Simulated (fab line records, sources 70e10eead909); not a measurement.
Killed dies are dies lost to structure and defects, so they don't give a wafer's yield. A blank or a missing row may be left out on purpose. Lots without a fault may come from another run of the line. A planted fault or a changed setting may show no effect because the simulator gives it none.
Chamber matching | flow nand_harc | NHARC_P_GATE_DESCUM_31 on rie_diel-07: 4 sister chambers
The step chemistry O2, time 3 s. 14 wafers are shown with their chamber, then 6 later ones without.

WAFERS WITH THEIR CHAMBER
wafer  | chamber | drypump_motor_current_A (A) | oes_product_au (a.u.) | rf_vpp_V (V)
L570.2 | 0       | 4.9                         | 1.006                 | 57.1
L570.3 | 3       | 5.2                         | 0.985                 | 58.9
L570.4 | 2       | 6.1                         | 1.013                 | 58.1
L573.1 | 1       | 6.6                         | 1.008                 | 57.0
L573.4 | 0       | 4.9                         | 1.023                 | 57.4
L573.6 | 3       | 5.2                         | 0.991                 | 57.6
L574.1 | 0       | 4.9                         | 1.024                 | 58.3
L574.4 | 2       | 6.1                         | 1.002                 | 57.0
L574.5 | 1       | 6.5                         | 1.006                 | 56.9
L577.2 | 3       | 5.2                         | 1.000                 | 57.9
L577.4 | 1       | 6.6                         | 1.009                 | 59.5
L577.5 | 1       | 6.6                         | 1.011                 | 58.9
L582.2 | 1       | 6.5                         | 1.007                 | 58.2
L582.5 | 2       | 6.1                         | 1.000                 | 57.6

SIGNATURES (means of the wafers above)
reading                 | chamber 0 | chamber 1 | chamber 2 | chamber 3 | scatter within a chamber
drypump_motor_current_A | 4.900     | 6.560     | 6.100     | 5.200     | 0.0346
oes_product_au          | 1.01767   | 1.00820   | 1.00500   | 0.99200   | 0.00657
rf_vpp_V                | 57.600    | 58.100    | 57.567    | 58.133    | 0.87
Rule: a wafer's distance from a chamber is the root of the sum, over the readings, of the square of ((its reading less the chamber's mean) divided by the reading's scatter). The wafer belongs to the nearest chamber; if the next one is less than 2 further off, it can't be placed. The scatter: the root of (the sum of the squares of (reading less its chamber's mean) over the shown wafers, divided by (wafers less chambers)).

WAFERS WITHOUT THEIR CHAMBER
wafer  | drypump_motor_current_A (A) | oes_product_au (a.u.) | rf_vpp_V (V)
L582.6 | 4.9                         | 1.018                 | 58.4
L583.1 | 4.9                         | 1.026                 | 56.1
L583.2 | 6.5                         | 1.015                 | 57.6
L583.3 | 6.1                         | 1.013                 | 57.1
L588.1 | 6.1                         | 1.004                 | 57.1
L588.5 | 4.9                         | 1.018                 | 58.6

WHICH CHAMBER EACH WENT THROUGH
wafer  | from the rows above | in truth
L582.6 | 0                   | 0
L583.1 | 0                   | 0
L583.2 | 1                   | 1
L583.3 | 2                   | 2
L588.1 | 2                   | 2
L588.5 | 0                   | 0
Placed correctly: 6 of 6. Can't be placed from these rows: 0. Placed wrongly: 0.
